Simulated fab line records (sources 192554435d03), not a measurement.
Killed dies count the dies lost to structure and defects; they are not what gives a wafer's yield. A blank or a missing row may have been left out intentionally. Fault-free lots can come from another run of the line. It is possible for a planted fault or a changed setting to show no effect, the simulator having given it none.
Split-lot study	flow n5_finfet	route with 1938 steps; 7 lots, 21 wafers read

THE SPLIT
At N5_MOL_CONTACT_COAG_COAT_104 (time 60 s, resist thk 12 nm), the setting spin_rpm was moved away from the recipe's 1500 rpm on 6 of the 21 wafers read, by +3.7% to +10.3%. For the rest of the wafers, this setting stayed at what the recipe calls for.

FROM THE SPLIT TO THE READING: what the file shows between them, 4 steps
- N5_MOL_CONTACT_COAG_COAT_58: time 60 s, resist thk 10 nm
- N5_MOL_CONTACT_COAG_COAT_02: resist thk 30 nm
- N5_MOL_CONTACT_COAG_DESCUM_13: chemistry O2, time 7 s
- N5_MOL_CONTACT_COAG_ETCH_59: etches underlayer in N2/H2, target depth 13 nm, time 10.4 s

THE READING
etch.depth_nm (the simulator's own value, which no gauge read), in nm, at N5_MOL_CONTACT_COAG_ETCH_105 (etches SiARC in CF4, target depth 15.6 nm, time 26 s). There is no usual value for it anywhere in the file. Across the 15 wafers here that went through the recipe, the average is 12.01 nm and the standard deviation 0.028 nm.

wafer	tool, chamber at the split	spin_rpm as run, rpm	against the recipe	etch.depth_nm, nm	against lot-mates on the recipe
L077.2	litho_track-03, 0	1500	recipe	12.06	-
L077.4	litho_track-03, 0	1500	recipe	12.07	-
L077.6	litho_track-03, 0	1654	+10.3%	11.47	-0.60
L079.1	litho_track-02, 0	1641	+9.4%	11.48	-0.55
L079.3	litho_track-02, 0	1641	+9.4%	11.44	-0.59
L079.6	litho_track-02, 0	1500	recipe	12.03	-
L081.4	litho_track-04, 0	1500	recipe	12	-
L081.5	litho_track-04, 0	1500	recipe	12.02	-
L081.6	litho_track-04, 0	1500	recipe	11.96	-
L083.2	litho_track-03, 0	1500	recipe	12.01	-
L083.3	litho_track-03, 0	1500	recipe	11.98	-
L083.6	litho_track-03, 0	1500	recipe	11.99	-
L086.1	litho_track-04, 0	1500	recipe	12.01	-
L086.4	litho_track-04, 0	1500	recipe	12.01	-
L086.6	litho_track-04, 0	1500	recipe	12.02	-
L088.1	litho_track-03, 0	1585	+5.7%	11.65	-0.35
L088.3	litho_track-03, 0	1585	+5.7%	11.68	-0.32
L088.6	litho_track-03, 0	1500	recipe	12	-
L092.2	litho_track-04, 0	1500	recipe	12	-
L092.4	litho_track-04, 0	1500	recipe	12.05	-
L092.5	litho_track-04, 0	1556	+3.7%	11.8	-0.22

THE FIT
A straight line over all 21 wafers: etch.depth_nm changes by -0.0574 nm for each +1% of spin_rpm; r = -0.99; the points scatter about the line by 0.03 nm.
The same after taking each lot's own level away (the mean of its wafers on the recipe; 21 wafers): -0.0596 nm for each +1%; r = -1.00; scatter 0.017 nm.
According to that fit, moving spin_rpm by its largest amount changes the reading by 0.61 nm.
The lots' own levels span 11.993 to 12.065 nm, that is 2.5 times the standard deviation above.
So the lot-to-lot level changes the slope little: the two slopes agree.
Check: for one of the wafers moved furthest among these (+10.3%), held out of the fit, the line's prediction against its lot-mates is -0.619 nm. It came out at -0.595 nm against them.

OTHER SPLITS APPLIED TO THESE WAFERS
These wafers also went through other splits before the reading. Each is held against what the fit with the lots' levels taken away leaves over:
other split on the same wafers	wafers away from the commonest value	r with etch.depth_nm (lot level and that fit taken away)
N5_SD_EPI_N_EXPOSE_06 dose_mj	7	+0.20
N5_SD_EPI_N_ETCH_16 target_depth_a	5	+0.08
N5_SD_EPI_P_ETCH_16 target_depth_a	7	+0.23
N5_SD_EPI_P_EPI_21 temp_c	10	+0.05
N5_SDB_ETCH_18 time_s	7	-0.20
N5_SDB_CUT_ETCH_26 icp_w	6	-0.36

THE WHOLE CHAIN: every reading that the file lists as answering this split, in the file's order
step	what it does	reading	change (the file's fit)	r (the file's)
N5_MOL_CONTACT_COAG_COAT_104	time 60 s, resist thk 12 nm	SiARC_of_MOL_CONTACT_COAG_COAT_104.thk_nm (the simulator's own value, which no gauge read)	-0.0618 nm for each +1% of the setting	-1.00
N5_MOL_CONTACT_COAG_ETCH_105	etches SiARC in CF4, target depth 15.6 nm, time 26 s	etch.depth_nm (the simulator's own value, which no gauge read)	-0.0587 nm for each +1% of the setting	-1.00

THE FILE'S OWN FIT
etch.depth_nm changes by -0.0587 nm for each +1% of spin_rpm, r = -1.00.
